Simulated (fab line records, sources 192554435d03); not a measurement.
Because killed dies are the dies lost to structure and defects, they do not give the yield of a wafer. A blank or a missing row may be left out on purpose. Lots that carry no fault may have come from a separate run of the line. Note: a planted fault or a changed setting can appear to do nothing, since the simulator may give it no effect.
Lot-split experiment | flow n5-finfet | route with 1938 steps; 7 lots, 39 wafers read

ON THE SPLIT
At N5_SD_EPI_P_EPI_21 (deposits SiGe:B, time 355 s), the setting epi-growth-time-s was moved away from the recipe's 355 s on 15 of the 39 wafers read, by -9.8% to +9.3%. The other wafers ran this setting at the recipe's value.

FROM THE SPLIT TO THE READING: what the file shows between them, 3 steps
- N5_SD_EPI_P_HM_STRIP_48: strips SiNx in H3PO4, material SiNx, target depth 3 nm
- N5_SD_ACTIVATION_RTA_00: time 0 s
- N5_SD_ACTIVATION_LSA_01: time 0.0008 s

THE READING
RS_SD_P in ohm/sq, measured at N5_SD_ACTIVATION_RS_MEAS_03 by four-point-probe. Typical for fault-free wafers on this fab line: 55.5 ohm/sq, with standard deviation 0.85 ohm/sq.

wafer  | tool, chamber at the split | epi-growth-time-s as run, s | against the recipe | RS_SD_P, ohm/sq | against lot-mates on the recipe
L074.1 | epi-rpcvd-03, 0            | 355                         | recipe             | 55.3            | -
L074.2 | epi-rpcvd-03, 0            | 320.1                       | -9.8%              | 59.6            | +4.2
L074.3 | epi-rpcvd-03, 0            | 355                         | recipe             | 56.2            | -
L074.4 | epi-rpcvd-03, 0            | 320.1                       | -9.8%              | 60.0            | +4.6
L074.5 | epi-rpcvd-03, 0            | 320.1                       | -9.8%              | 60.0            | +4.6
L074.6 | epi-rpcvd-03, 0            | 355                         | recipe             | 54.7            | -
L079.1 | epi-rpcvd-04, 0            | 344.9                       | -2.8%              | 55.7            | +0.5
L079.2 | epi-rpcvd-04, 0            | 355                         | recipe             | 55.3            | -
L079.3 | epi-rpcvd-04, 0            | 355                         | recipe             | 55.3            | -
L079.4 | epi-rpcvd-04, 0            | 344.9                       | -2.8%              | 55.9            | +0.7
L079.5 | epi-rpcvd-04, 0            | 344.9                       | -2.8%              | 56.4            | +1.2
L079.6 | epi-rpcvd-04, 0            | 355                         | recipe             | 54.9            | -
L083.1 | epi-rpcvd-04, 0            | 355                         | recipe             | 54.3            | -
L083.2 | epi-rpcvd-04, 0            | 355                         | recipe             | 55.2            | -
L083.3 | epi-rpcvd-04, 0            | 355                         | recipe             | 54.9            | -
L083.4 | epi-rpcvd-04, 0            | 355                         | recipe             | 54.9            | -
L083.5 | epi-rpcvd-04, 0            | 355                         | recipe             | 54.4            | -
L083.6 | epi-rpcvd-04, 0            | 355                         | recipe             | 54.4            | -
L087.1 | epi-rpcvd-04, 0            | 355                         | recipe             | 55.0            | -
L087.2 | epi-rpcvd-04, 0            | 355                         | recipe             | 54.5            | -
L087.6 | epi-rpcvd-04, 0            | 355                         | recipe             | 54.3            | -
L088.1 | epi-rpcvd-04, 0            | 387.9                       | +9.3%              | 52.2            | -3.6
L088.2 | epi-rpcvd-04, 0            | 355                         | recipe             | 55.4            | -
L088.3 | epi-rpcvd-04, 0            | 387.9                       | +9.3%              | 52.4            | -3.4
L088.4 | epi-rpcvd-04, 0            | 355                         | recipe             | 56.4            | -
L088.5 | epi-rpcvd-04, 0            | 355                         | recipe             | 55.7            | -
L088.6 | epi-rpcvd-04, 0            | 387.9                       | +9.3%              | 52.4            | -3.4
L091.1 | epi-rpcvd-03, 0            | 355                         | recipe             | 54.7            | -
L091.2 | epi-rpcvd-03, 0            | 323.5                       | -8.9%              | 57.3            | +2.7
L091.3 | epi-rpcvd-03, 0            | 355                         | recipe             | 54.0            | -
L091.4 | epi-rpcvd-03, 0            | 323.5                       | -8.9%              | 57.6            | +3.0
L091.5 | epi-rpcvd-03, 0            | 355                         | recipe             | 55.0            | -
L091.6 | epi-rpcvd-03, 0            | 323.5                       | -8.9%              | 57.5            | +2.9
L094.1 | epi-rpcvd-01, 0            | 334.8                       | -5.7%              | 57.4            | +2.2
L094.2 | epi-rpcvd-01, 0            | 334.8                       | -5.7%              | 57.2            | +2.0
L094.3 | epi-rpcvd-01, 0            | 334.8                       | -5.7%              | 57.4            | +2.2
L094.4 | epi-rpcvd-01, 0            | 355                         | recipe             | 54.6            | -
L094.5 | epi-rpcvd-01, 0            | 355                         | recipe             | 56.0            | -
L094.6 | epi-rpcvd-01, 0            | 355                         | recipe             | 55.1            | -

THE FIT
A straight line over all 39 wafers: RS_SD_P changes by -0.359 ohm/sq for each +1% of epi-growth-time-s; r = -0.93; the points scatter about the line by 0.68 ohm/sq.
The same after taking each lot's own level away (the mean of its wafers on the recipe; 39 wafers): -0.386 ohm/sq for each +1%; r = -0.97; scatter 0.44 ohm/sq.
On that fit, the largest move of epi-growth-time-s shifts the reading by 3.8 ohm/sq.
The span of the lots' own levels, 54.57 to 55.83 ohm/sq, comes to 1.5 times the standard deviation stated above.
Consequently the slope shifts little with the lot-to-lot level, the two slopes agreeing.
Check: for one of the wafers moved furthest among these (-9.8%), held out of the fit, the line's prediction against its lot-mates is +3.74 ohm/sq. Against them it came out at +4.2 ohm/sq.

FURTHER SPLITS ON THESE WAFERS
Before the reading, these wafers also passed through other splits. Each is held against what the fit with the lots' levels taken away leaves over:
other split on the same wafers     | wafers away from the commonest value | r with RS_SD_P (lot level and that fit taken away)
N5_FIN_SAQP_HM_DEP_03 target-thk-a | 12                                   | +0.06
N5_FIN_SAQP_ETCH_65 time-s         | 18                                   | -0.09
N5_SPACER0_ALD_00 ald-cycles       | 12                                   | +0.00

THE WHOLE CHAIN: every reading that the file lists as answering this split, in the file's order
step                        | what it does                 | reading                                                                           | change (the file's fit)               | r (the file's)
N5_SD_EPI_P_EPI_21          | deposits SiGe:B, time 355 s  | SiGe-B_of_SD_EPI_P_EPI_21.thk-nm (the simulator's own value, which no gauge read) | +0.391 nm for each +1% of the setting | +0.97
N5_SD_ACTIVATION_RS_MEAS_03 | measures by four-point-probe | RS_SD_P                                                                           | -0.383 for each +1% of the setting    | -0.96

FILE'S OWN FIT
RS_SD_P changes by -0.383 ohm/sq for each +1% of epi-growth-time-s, r = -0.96.
